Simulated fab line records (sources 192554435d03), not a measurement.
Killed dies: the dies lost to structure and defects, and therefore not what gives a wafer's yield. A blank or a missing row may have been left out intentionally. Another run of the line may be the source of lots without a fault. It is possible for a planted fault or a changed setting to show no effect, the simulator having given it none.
Problem report, 8D (eight disciplines) form, completed by code -- flow n5Finfet -- the parts of the form that need people (team, actions taken, sign-off) are left out

## 1. THE ISSUE
Across 6 wafers from 2 lots, IOFF_P_LONG at N5_BEOL_M4_RC_MEAS_101 averages 0.000207 nA/um, while fault-free wafers read 0.000109 nA/um with a standard deviation of 7.7e-06. That is +13 standard deviations from the usual mean.
The first sign was on wafer L667.2 at day 11 09:08, on prober-02. At this step, 12 wafers from 4 lots have a number in the record. Rule for "out", or "out of limits": more than 4 standard deviations from the usual mean. All remaining wafers that have a number are taken as sound.

## 2. WHAT IT IS AND WHAT IT IS NOT
question,is,is not
which readings at this step,"IOFF_P_LONG, VT_N_LVT, VT_P, VT_P_LONG","DIBL_N, DIBL_P, IOFF_N, ION_N, SS_N, SS_P"
which lots,"L666, L667","L663, L683"
which wafers of those lots,all that have a number,-
read on which gauges,"prober-01, prober-02",-
when,from day 11 09:08,up to then (3 sound wafers); but 3 sound wafers of L683 came after

## 3. SUSPECTS, AND WHAT RULES EACH OUT
Counting: a tool at any process step up to the reading remains a suspect when it ran all the lots that are out and ran no sound lot after the first of those.
- the gauge at N5_BEOL_M4_RC_MEAS_101 has been ruled out. 2 gauges (prober-01, prober-02) read the wafers that are out.
- rtpAnneal-02 at N5_HKMG_FIN_RTA_80 (time 2 s): ruled out as a lasting fault. Following L666 (day 5 13:49), the first lot on it that is out, the sound lots L683 were run on it.
Left after counting: nothing in the record.

## 4. THE CAUSE (what the simulator had put in)
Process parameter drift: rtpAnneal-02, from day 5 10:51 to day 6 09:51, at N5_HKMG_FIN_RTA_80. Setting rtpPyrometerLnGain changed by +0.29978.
It was ruled out by counting, in error; the rule expects a fault to strike all lots run on its tool from its start on, and this fault did not.

## 5. THE CHAIN OF EFFECTS, in route order
Each row: a reading where the mean over the struck wafers with a number is more than 3 standard deviations away from the usual. Scope: only readings with a usual standard deviation given in the record; hours: median across lots of the time from each lot's start at the first step in this table that gives one to its start at this step; sigmas: change in usual standard deviations.
hours,step,reading,usual,on struck wafers,change,sigmas
0,N5_BEOL_M4_RC_MEAS_101,IOFF_P,0.23 nA/um,0.46,+0.23,+4.7
0,N5_BEOL_M4_RC_MEAS_101,IOFF_P_85C,3.9 nA/um,7.0,+3.1,+4.5
0,N5_BEOL_M4_RC_MEAS_101,IOFF_P_LIN,0.106 nA/um,0.221,+0.115,+6.7
0,N5_BEOL_M4_RC_MEAS_101,IOFF_P_LONG,0.000109 nA/um,0.000207,+0.000098,+13
0,N5_BEOL_M4_RC_MEAS_101,VT_N_LVT,99 mV,123,+24,+6.2
0,N5_BEOL_M4_RC_MEAS_101,VT_P,-249 mV,-228,+21,+5.5
0,N5_BEOL_M4_RC_MEAS_101,VT_P_LONG,-274.2 mV,-252.1,+22.1,+7.9
106,N5_PASSIVATION_PROBE_49,sort_bin_4_leakage,0 %,12,+12,+3.3
Process steps it contains:
- N5_PASSIVATION_PROBE_49

## 6. HOW IT WOULD HAVE BEEN CAUGHT EARLIER
Counted from the fault's start at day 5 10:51, it took 142 hours until the first out-of-limits reading at a measuring or inspecting step in this record, taken at day 11 09:08.
